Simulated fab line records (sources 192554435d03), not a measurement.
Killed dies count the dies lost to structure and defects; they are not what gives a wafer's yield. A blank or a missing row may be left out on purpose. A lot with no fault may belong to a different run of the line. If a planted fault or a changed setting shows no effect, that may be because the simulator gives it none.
fab line records	flow n5-finfet
record: lots: 4	wafers: 12	last-day: 16
route steps=1938 shown BEOL_M10@1500 BEOL_M11@1536 BEOL_M15@1830
lots with no fault: from the same line, run without faults
start-h: the number of hours between the record's first day and the start of the first shown wafer of the lot	wait-h: time in hours since the lot's previous step	" as in the row above	L1.1+2: one row covering several wafers at once	- no value, or no start given	* or withheld: withheld	< > ~ a bound
route shown NAME@n: names a module that has steps shown in the file, with the first one's number in the route	usual: mean/standard deviation of fault-free wafers	same: alike in all rows	chamber/n: place in a boat	sites: readings site by site	_std_site: how widely they spread, as a standard deviation	_edge_site: inner sites' mean taken away from outer sites' mean	radius-mm: how far each site lies from the wafer's centre	mask NAME#n: copy n	behind: the most recent tool/chamber to have shaped the wafer	hold: the reason the lot was held/the length of the hold in hours/how it ended	device: the transistor (n, p or np) that didn't switch	end of line: tests of these same wafers at the route's end	a step given without rows: its recipe and nothing more	killed: dies lost to structure and defects at the first sort, not the wafer's yield	map: the dies of a wafer, with x for killed, . for not killed, _ for no die there
set.NAME: the run value of the setting; set.NAME@STEP: its run value at that earlier step	model.NAME: the simulator's own value behind a step, which no gauge read
lots at selected steps of the route; one table per step, one row per wafer
services: a tool's chamber out of use, with start hour (start-h, from the record's first day; less than 0 if before it), hours out, and reason
== steps ==
step: N5_BEOL_M10_PEB_26
recipe: peb-temp-c: withheld	peb-time-s: 60	resist: CAR-ArF
step: N5_BEOL_M10_DEVELOP_27
recipe: develop-time-s: 30	developer: TMAH	resist: CAR-ArF	rinse-liquid: diw	dry: air-spin	dev-temp-c: 23
step: N5_BEOL_M10_DESCUM_33
recipe: chemistry: O2	time-s: 7.9	source-power-w: 50	bias-power-w: 20	pressure-mtorr: 20	rf-frequency-hz: 2.712e+07	temp-c: 40	resist: CAR-ArF	o2-flow-sccm: 225
step: N5_BEOL_M10_ETCH_65
recipe: chemistry: CF4	target: SiARC	target-depth-a: 390	mask-material: CAR-ArF	time-s: 65	ion-energy-ev: 80	pressure-mtorr: 40	source-w: 545	bias-w: 36	Ar_flow_sccm: 100	cf4-flow-sccm: 100	ends: cleared
step: N5_BEOL_M10_ETCH_66
recipe: chemistry: N2/H2	target: SOC	target-depth-a: 1200	overetch-a: 240	mask-material: SiARC	temp-c: 40	time-s: 180	ion-energy-ev: 200	pressure-mtorr: 30	source-w: 840	bias-w: 150	n2-flow-sccm: 200	h2-flow-sccm: 200
step: N5_BEOL_M10_STRIP_69
recipe: chemistry: N2/H2	temp-c: 40	n2-flow-sccm: 200	h2-flow-sccm: 200	rf-frequency-hz: 6e+07
step: N5_BEOL_M10_VIA_ETCH_34
recipe: chemistry: C4F6/O2	target: SiCOH_lowk	target-depth-a: 1845	mask-material: SOC	taper-deg: 4	time-s: 69.2	ion-energy-ev: 250	pressure-mtorr: 30	source-w: 345	bias-w: 185	Ar_flow_sccm: 300	C4F6_flow_sccm: 10	O2_flow_sccm: 10
step: N5_BEOL_M10_STRIP_73
recipe: chemistry: C4F6/O2	resist: SiARC	rf-frequency-hz: 6e+07
step: N5_BEOL_M10_STRIP_36
recipe: chemistry: N2/H2	power-w: 450	temp-c: 40	pressure-mtorr: 20	rf-frequency-hz: 6e+07	overash-fraction: 0.3	bias-power-w: 7	h2-frac: 0.5	n2-flow-sccm: 200	h2-flow-sccm: 200
step: N5_BEOL_M10_TRENCH_ETCH_37
recipe: chemistry: C4F6/O2	target-depth-a: 1488.3	target: SiCOH_lowk	time-s: 48	ion-energy-ev: 250	pressure-mtorr: 30	source-w: 345	bias-w: 185	Ar_flow_sccm: 300	C4F6_flow_sccm: 10	O2_flow_sccm: 10
usual: drypump-motor-current-A: 5.5/0.44	oes_f_703_au: 0.81/0.071	oes-product-au: 0.81/0.073	rf-fwd-power-W: 341.5/1.6	rf-vpp-V: 663/5.3	showerhead-plenum-p-Torr: 2.84/0.1	throttle-valve-pct: 20.92/0.22
lot.wafer	tool	chamber	start-h	wait-h	drypump-motor-current-A	oes_f_703_au	oes-product-au	rf-fwd-power-W	rf-hours-counter-h	rf-vpp-V	showerhead-plenum-p-Torr	throttle-valve-pct	model.BEOL_M10.feature-depth-nm	model.etch.depth-nm	model.TiN_of_BEOL_M10_HM_DEP_02.thk-nm
L579.4	rie-diel-06	0	263.93	-	4.8	0.84	0.81	343.2	-	666	2.98	21.11	148.4	148.4	16
L579.5	"	1	"	"	6.2	0.83	0.82	342.6	-	658	3.01	21.09	147	147.1	15.8
L579.6	"	3	"	"	5.7	0.94	0.93	341.7	-	668	2.91	21.02	149.8	149.7	15.8
L587.1	rie-diel-06	2	330.68	-	5.8	0.69	0.90	257.6	3	755	2.80	20.80	135	135	16.6
L587.3	"	3	"	"	5.7	0.62	0.82	260.3	38	768	2.90	21.03	135	135	16.4
L587.4	"	1	"	"	6.2	0.57	0.74	258.6	100	756	2.99	21.11	133.2	133.2	16.4
L590.2	rie-diel-05	3	334.90	-	5.0	0.81	0.81	343.1	82	673	3.00	20.88	150.6	150.7	16
L590.3	"	2	"	"	5.6	0.81	0.80	342.2	123	657	2.74	21.21	152.6	152.6	16
L590.4	"	0	"	"	5.5	0.79	0.80	342.3	93	664	2.76	20.77	149.6	149.7	16
L588.3	rie-diel-06	0	334.99	-	4.8	0.58	0.74	260.0	115	768	2.97	21.12	133.2	133.3	16.6
L588.5	"	2	"	"	5.8	0.68	0.89	256.4	-	756	2.80	20.82	134	134	16.6
L588.6	"	0	"	"	4.8	0.58	0.74	261.3	-	768	2.97	21.11	133	132.9	16.8
step: N5_BEOL_M10_ETCH_41
recipe: chemistry: CH3F/O2	target: SiCN	target-depth-a: 426	taper-deg: 2	time-s: 86	ion-energy-ev: 120	mask-material: TiN	pressure-mtorr: 30	source-w: 395	bias-w: 75	Ar_flow_sccm: 150	CH3F_flow_sccm: 30	O2_flow_sccm: 20
step: N5_BEOL_M10_STRIP_77
recipe: chemistry: N2/H2	time-s: 10	power-w: 450	temp-c: 40	pressure-mtorr: 20	rf-frequency-hz: 6e+07	bias-power-w: 7	n2-flow-sccm: 200	h2-flow-sccm: 200
step: N5_BEOL_M10_OCD_MEAS_38
usual: trench-depth-nm: 149.1/1.5
lot.wafer	tool	chamber	start-h	wait-h	trench-depth-nm
L579.4	ocd-01	-	264.09	-	148.5
L579.5	"	-	"	"	146.8
L579.6	"	-	"	"	149.4
L587.1	ocd-01	-	330.86	-	134.6
L587.3	"	-	"	"	134.9
L587.4	"	-	"	"	133.2
L590.2	ocd-01	-	335.08	-	150.6
L590.3	"	-	"	"	152.8
L590.4	"	-	"	"	150.0
L588.3	ocd-02	-	335.17	-	133.8
L588.5	"	-	"	"	134.3
L588.6	"	-	"	"	132.9
step: N5_BEOL_M10_HM_STRIP_39
recipe: chemistry: peroxide-tin-strip	material: TiN	target-depth-a: 250	temp-c: 50	time-s: 158
step: N5_BEOL_M10_SRD_40
recipe: time-s: 30	temp-c: 23	rinse-liquid: diw	dry: ipa-marangoni
step: N5_BEOL_M10_PRECLEAN_42
recipe: chemistry: residue-remover	time-s: 60	temp-c: 40
step: N5_BEOL_M10_SRD_43
recipe: time-s: 30	temp-c: 23	rinse-liquid: diw	dry: ipa-marangoni
step: N5_BEOL_M10_CURE_72
recipe: temp-c: 370	time-s: 120	ambient: DMADMS/He	material: SiCOH_lowk
step: N5_BEOL_M10_DEGAS_44
recipe: ambient: vacuum	temp-c: 250	time-s: 60
step: N5_BEOL_M10_PRE_CLEAN_45
recipe: gas: H2/He	time-s: 30	temp-c: 250
step: N5_BEOL_M10_ALD_74
recipe: material: TaN	target-thk-a: 20	temp-c: 275	ald-precursor-family: PDMAT	ald-co-reactant: NH3	pressure-torr: 3	carrier-flow-sccm: 1500	pulse-time-s: 2	purge-time-s: 3	co-reactant-purge-time-s: 2	co-reactant-pulse-time-s: 3	ald-cycles: 40	precursor-vessel-temp-c: 75	precursor-vessel-pressure-torr: 26.25	precursor-vessel-carrier-sccm: 1000
step: N5_BEOL_M10_SURFACE_TREAT_76
recipe: gas: Ar	time-s: *	ion-energy-ev: *	ion-current-ma-cm2: 0.5	pressure-mtorr: *	ar-flow-sccm: 30
step: N5_BEOL_M10_CVD_75
recipe: material: Co	target-thk-a: 20	temp-c: withheld	precursor: CCTBA/H2	pressure-torr: 30	time-s: 138.9
step: N5_BEOL_M10_SPUTTER_48
recipe: material: Cu	target-thk-a: 120	temp-c: -20	bias-v: 60	power-w: 26000	chamber-pressure-pa: 0.13	time-s: 2
step: N5_BEOL_M10_ECD_50
recipe: material: Cu	target-thk-a: 3180
step: N5_BEOL_M10_ANNEAL_51
recipe: temp-c: 225	time-s: 90	ambient: N2
step: N5_BEOL_M10_CMP_52
recipe: stop-on: SiCOH_lowk	t-overpolish-s: 7	down-force-psi: 1	platen-rpm: 50	clearing-platen-down-force-psi: 1.5	clearing-platen-rpm: 50	post-cmp-clean: cu-alkaline	target-thk-nm: 140	clearing-platen-pad-velocity-m-s: 0.99484	pad-velocity-m-s: 0.99484
usual: barrier-field-endpoint-s: 29.0/0.6	motor-current-A: 6.0/0.75	overpolish-run-s: 7.000/0.0097	time-to-endpoint-s: 66.4/2.4
lot.wafer	tool	chamber	start-h	wait-h	barrier-field-endpoint-s	motor-current-A	overpolish-run-s	time-to-endpoint-s	model.Cu_of_BEOL_M10_ECD_50.thk-nm
L579.4	cmp-04	1	267.14	0.1	29.1	5.1	7.000	64.9	139.2
L579.6	"	1	"	"	29.1	5.0	7.011	62.6	141.6
L579.5	"	2	"	"	28.8	6.3	6.993	67.6	138.6
L587.1	cmp-03	2	333.82	0.5	29.9	6.0	6.994	68.9	126.8
L587.4	"	3	"	"	30.0	7.5	6.995	68.9	125.4
L587.3	"	0	"	"	29.1	6.6	7.004	67.4	125.8
L590.3	cmp-01	3	337.82	0.2	28.2	5.6	7.004	65.9	143.2
L590.2	"	1	"	"	27.5	5.6	7.008	64.1	142
L590.4	"	2	"	"	28.8	5.8	7.002	66.4	141.2
L588.3	cmp-03	0	337.92	0.2	28.6	6.5	6.989	65.5	123.4
L588.5	"	0	"	"	29.6	6.5	7.011	67.5	125.4
L588.6	"	1	"	"	30.1	5.3	6.999	66.8	125.2
step: N5_BEOL_M10_THK_MEAS_53
recipe: thk-meas-gauge: xrf	reads: Cu_of_BEOL_M10_ECD_50
usual: M10_THK: 138.8/1.9
lot.wafer	tool	chamber	start-h	wait-h	M10_THK[nm]
L579.4	film-metro-01	-	267.43	-	138.0
L579.5	"	-	"	"	137.5
L579.6	"	-	"	"	140.8
L587.1	film-metro-01	-	334.07	-	124.8
L587.3	"	-	"	"	123.3
L587.4	"	-	"	"	123.3
L590.2	film-metro-01	-	338.11	-	139.0
L590.3	"	-	"	"	140.8
L590.4	"	-	"	"	138.6
L588.3	film-metro-01	-	338.21	-	121.3
L588.5	"	-	"	"	123.1
L588.6	"	-	"	"	123.1
step: N5_BEOL_M10_PRE_CLEAN_55
recipe: gas: NH3	time-s: 15	temp-c: withheld	rf-power-w: 300
step: N5_BEOL_M10_DEP_56
recipe: material: SiCN	target-thk-a: 150	temp-c: withheld	precursor: 3MS/NH3	pressure-torr: 3	rf-w: 202	time-s: 26.5
step: N5_BEOL_M10_RS_MEAS_57
recipe: thk-meas-gauge: four-point-probe	reads: Cu_of_BEOL_M10_ECD_50+Co_of_BEOL_M10_CVD_75+TaN_of_BEOL_M10_ALD_74
usual: M10_RS: 0.1507/0.0022
lot.wafer	tool	chamber	start-h	wait-h	M10_RS[ohm/sq]
L579.4	film-metro-02	-	267.60	0.1	0.1516
L579.5	"	-	"	"	0.1527
L579.6	"	-	"	"	0.1491
L587.1	film-metro-01	-	334.21	0.1	0.1683
L587.3	"	-	"	"	0.1699
L587.4	"	-	"	"	0.1704
L590.2	film-metro-02	-	338.25	0.1	0.1483
L590.3	"	-	"	"	0.1469
L590.4	"	-	"	"	0.1495
L588.3	film-metro-02	-	338.35	0.1	0.1735
L588.5	"	-	"	"	0.1701
L588.6	"	-	"	"	0.1713
step: N5_BEOL_M11_ILD_DEP_00
recipe: material: SiCOH_lowk	target-thk-a: 3085.1	temp-c: 300	precursor: DEMS/porogen	pressure-torr: 5	rf-w: 500	time-s: 58
step: N5_BEOL_M11_CURE_71
recipe: temp-c: 385	time-s: 240	ambient: He/Ar	material: SiCOH_lowk
step: N5_BEOL_M11_PECVD_70
recipe: material: SiO2	target-thk-a: 200	temp-c: 400	precursor: TEOS/O2	pressure-torr: 5.5	rf-w: 450	teos-flow-sccm: 53.8	gas: O2	flow-sccm: 3000	time-s: 22.7
step: N5_BEOL_M11_HM_DEP_02
recipe: material: TiN	target-thk-a: 200	temp-c: 25	chamber-pressure-pa: 0.49996
step: N5_BEOL_M11_COAT_59
recipe: resist: SOC	temp-c: 250	time-s: 60	spin-rpm: 1500	resist-thk-nm: 100
step: N5_BEOL_M15_RC_MEAS_101
usual: COMB_M10: 1.42e-11/3e-12	COMB_M10_max_site: 2.1e-11/4.8e-12	COMB_M11: 1.5e-11/3.3e-12	COMB_M12: 6.3e-12/1.4e-12	COMB_M13: 4.7e-12/1e-12	COMB_M14: 3.5e-12/6.9e-13	COMB_M15: 2.4e-12/5.7e-13	COMB_M5: 3.7e-11/7.8e-12	COMB_M5_max_site: 5.4e-11/1.3e-11	COMB_M6: 2.6e-11/5.3e-12	COMB_M7: 2.7e-11/5.3e-12	COMB_M8: 2.6e-11/5.3e-12	COMB_M9: 1.5e-11/3.2e-12	SERP_M10: 3.05/0.061	SERP_M10_max_site: 3.14/0.07	SERP_M11: 3.05/0.073	SERP_M12: 0.637/0.012	SERP_M13: 0.308/0.0055	SERP_M14: 0.1589/0.0028	SERP_M5: 38.7/1.5	SERP_M6: 13.8/0.44	SERP_M7: 13.7/0.47	SERP_M8: 13.7/0.47	SERP_M9: 3.08/0.072
lot.wafer	tool	chamber	start-h	wait-h	COMB_M10[S/m]	COMB_M10_max_site[S/m]	COMB_M11[S/m]	COMB_M12[S/m]	COMB_M13[S/m]	COMB_M14[S/m]	COMB_M15[S/m]	COMB_M5[S/m]	COMB_M5_max_site[S/m]	COMB_M6[S/m]	COMB_M7[S/m]	COMB_M8[S/m]	COMB_M9[S/m]	SERP_M10[ohm/um]	SERP_M10_max_site[ohm/um]	SERP_M11[ohm/um]	SERP_M12[ohm/um]	SERP_M13[ohm/um]	SERP_M14[ohm/um]	SERP_M5[ohm/um]	SERP_M6[ohm/um]	SERP_M7[ohm/um]	SERP_M8[ohm/um]	SERP_M9[ohm/um]
L579.4	prober-01	0	297.78	0.5	1.34e-11	1.7e-11	1.7e-11	8.8e-12	6e-12	4.7e-12	2.6e-12	3.4e-11	4.6e-11	3e-11	2.3e-11	3.7e-11	2e-11	3.09	3.12	3.06	0.640	0.317	0.1610	39.9	14.0	13.9	13.0	3.06
L579.5	"	0	"	"	1.14e-11	1.6e-11	1.9e-11	4.8e-12	4.8e-12	3.5e-12	3.1e-12	3.3e-11	5.2e-11	2.4e-11	3.5e-11	4e-11	1.2e-11	3.06	3.14	3.16	0.642	0.316	0.1547	41.1	14.2	14.2	13.4	3.02
L579.6	"	0	"	"	1.55e-11	2.1e-11	1.6e-11	6.5e-12	4.5e-12	3.8e-12	3.4e-12	4.2e-11	5.7e-11	2.6e-11	2.5e-11	2.6e-11	1.8e-11	3.04	3.15	3.06	0.653	0.320	0.1629	38.3	14.7	13.0	12.6	3.12
L587.1	prober-02	0	367.15	0.0	1.13e-11	2.1e-11	1.2e-11	8.5e-12	3.6e-12	3.3e-12	4.2e-12	3.6e-11	4.6e-11	2.3e-11	2.1e-11	2.6e-11	1.2e-11	3.48	3.53	3.19	0.638	0.312	0.1579	38.6	13.5	13.0	13.9	3.06
L587.3	"	0	"	"	1.35e-11	1.9e-11	1e-11	8.8e-12	4.3e-12	2.5e-12	3.6e-12	3.5e-11	6.1e-11	2.1e-11	2.1e-11	2.1e-11	1.6e-11	3.49	3.57	3.03	0.663	0.303	0.1572	38.5	13.1	13.1	13.9	3.19
L587.4	"	0	"	"	1.73e-11	2.4e-11	1.4e-11	8.1e-12	5.4e-12	2.8e-12	2.7e-12	3.8e-11	4.6e-11	3.8e-11	2.7e-11	2.7e-11	1.8e-11	3.53	3.62	3.15	0.623	0.309	0.1607	37.8	13.5	13.6	13.9	3.08
L590.2	prober-02	0	373.63	0.2	1.14e-11	1.6e-11	1.7e-11	6.1e-12	4.3e-12	4.2e-12	1.6e-12	2.8e-11	4.1e-11	2.2e-11	3.7e-11	2.5e-11	1.2e-11	3.09	3.14	3.08	0.644	0.309	0.1585	39.4	13.6	13.5	13.9	3.04
L590.3	"	0	"	"	1.13e-11	1.4e-11	1.4e-11	5.3e-12	4.3e-12	3.8e-12	2e-12	3.8e-11	6.5e-11	2.4e-11	3.7e-11	2.6e-11	1.5e-11	3.03	3.10	3.01	0.617	0.302	0.1609	40.7	13.3	14.1	13.8	3.18
L590.4	"	0	"	"	1.23e-11	1.9e-11	1.9e-11	6.3e-12	3.6e-12	2.9e-12	1.8e-12	3.5e-11	6.9e-11	2.6e-11	2.6e-11	2e-11	1.5e-11	3.01	3.20	3.08	0.631	0.309	0.1573	38.9	13.8	13.8	14.5	3.16
L588.3	prober-01	0	374.32	0.3	1.26e-11	1.8e-11	9e-12	7.3e-12	4.8e-12	3.5e-12	2.8e-12	3.2e-11	4.3e-11	2.6e-11	2.4e-11	2.7e-11	1.7e-11	3.47	3.79	3.04	0.645	0.308	0.1590	39.4	14.0	13.6	14.2	3.08
L588.5	"	0	"	"	1.18e-11	1.5e-11	1.5e-11	6.1e-12	3.6e-12	3.4e-12	1.9e-12	3.3e-11	4.8e-11	2.7e-11	2.7e-11	3.2e-11	1.3e-11	3.45	3.50	3.15	0.639	0.311	0.1572	39.5	14.1	13.4	14.0	2.99
L588.6	"	0	"	"	1.73e-11	2.2e-11	1.1e-11	7.1e-12	3.9e-12	4.3e-12	2.7e-12	4e-11	4.7e-11	2.7e-11	2.8e-11	2.1e-11	1.8e-11	3.48	3.59	3.03	0.643	0.308	0.1557	39.2	14.4	13.9	14.1	3.09
sites SERP_M10 radius-mm=0,75,75,75,75,140,140,140,140
L579.4 3.03 3.07 3.11 3.05 3.09 3.07 3.12 3.09 3.10
L587.1 3.49 3.48 3.52 3.48 3.49 3.40 3.53 3.41 3.44
L590.2 3.14 3.12 3.09 3.12 3.12 3.01 2.99 2.94 3.00
L588.3 3.36 3.42 3.46 3.47 3.42 3.61 3.79 3.72 3.63
== services ==
tool	chamber	start-h	hours	kind
cmp-03	-	244.11	0.9	repair
cmp-03	-	247.32	3.2	pm
rie-diel-06	0	248.46	12.2	repair
rie-diel-06	2	253.30	11.7	repair
cmp-03	-	263.86	5.5	pm
cmp-03	-	273.61	1.6	repair
cmp-03	-	292.65	2.2	repair
rie-diel-06	2	297.24	-	clean
rie-diel-06	2	297.24	-	consumable-replace:focus-ring
rie-diel-06	2	297.24	22.7	scheduled-down
rie-diel-06	2	297.24	22.7	vent-cycle
cmp-01	-	321.40	4.0	pm
rie-diel-06	0	323.11	6.4	repair
cmp-01	-	325.40	-	consumable-replace:conditioner
cmp-01	-	325.40	-	consumable-replace:pad
rie-diel-05	-	328.94	1.0	repair
cmp-04	-	329.10	0.3	repair
cmp-03	-	329.85	0.9	repair
rie-diel-06	1	331.98	7.0	repair
== key ==
first-sign: step: N5_BEOL_M10_TRENCH_ETCH_37	reading: rf-fwd-power-W	direction: down	sigmas: 51	usual: *	struck: *
effect: step: N5_BEOL_M10_TRENCH_ETCH_37	reading: rf-vpp-V	direction: up	sigmas: 19	usual: 663	struck: 762
effect: step: N5_BEOL_M10_OCD_MEAS_38	reading: trench-depth-nm	direction: down	sigmas: 10	usual: 149.1	struck: 134.0
effect: step: N5_BEOL_M10_THK_MEAS_53	reading: M10_THK	direction: down	sigmas: 8.1	usual: 138.8	struck: 123.2
effect: step: N5_BEOL_M10_RS_MEAS_57	reading: M10_RS	direction: up	sigmas: 9	usual: 0.1507	struck: 0.1706
effect: step: N5_BEOL_M15_RC_MEAS_101	reading: SERP_M10	direction: up	sigmas: 7.1	usual: 3.05	struck: 3.48
model-effect: step: N5_BEOL_M10_TRENCH_ETCH_37	value: BEOL_M10.feature-depth-nm	without: 148.9	struck: 133.9
model-effect: step: N5_BEOL_M10_CMP_52	value: Cu_of_BEOL_M10_ECD_50.thk-nm	without: 140.3	struck: 125.3
met-at N5_BEOL_M10_TRENCH_ETCH_37
struck-wafers L587.1,L587.3,L587.4,L588.3,L588.5,L588.6
onset-between 263.93 330.68
fault: kind: process-parameter-drift	tool: rie-diel-06	chamber: -	onset-h: 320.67	steps: N5_BEOL_M10_TRENCH_ETCH_37	channel: source-w	offset: -82.8	shape: step	end-h: 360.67	acts-in: these-recipes-only	stated: 345
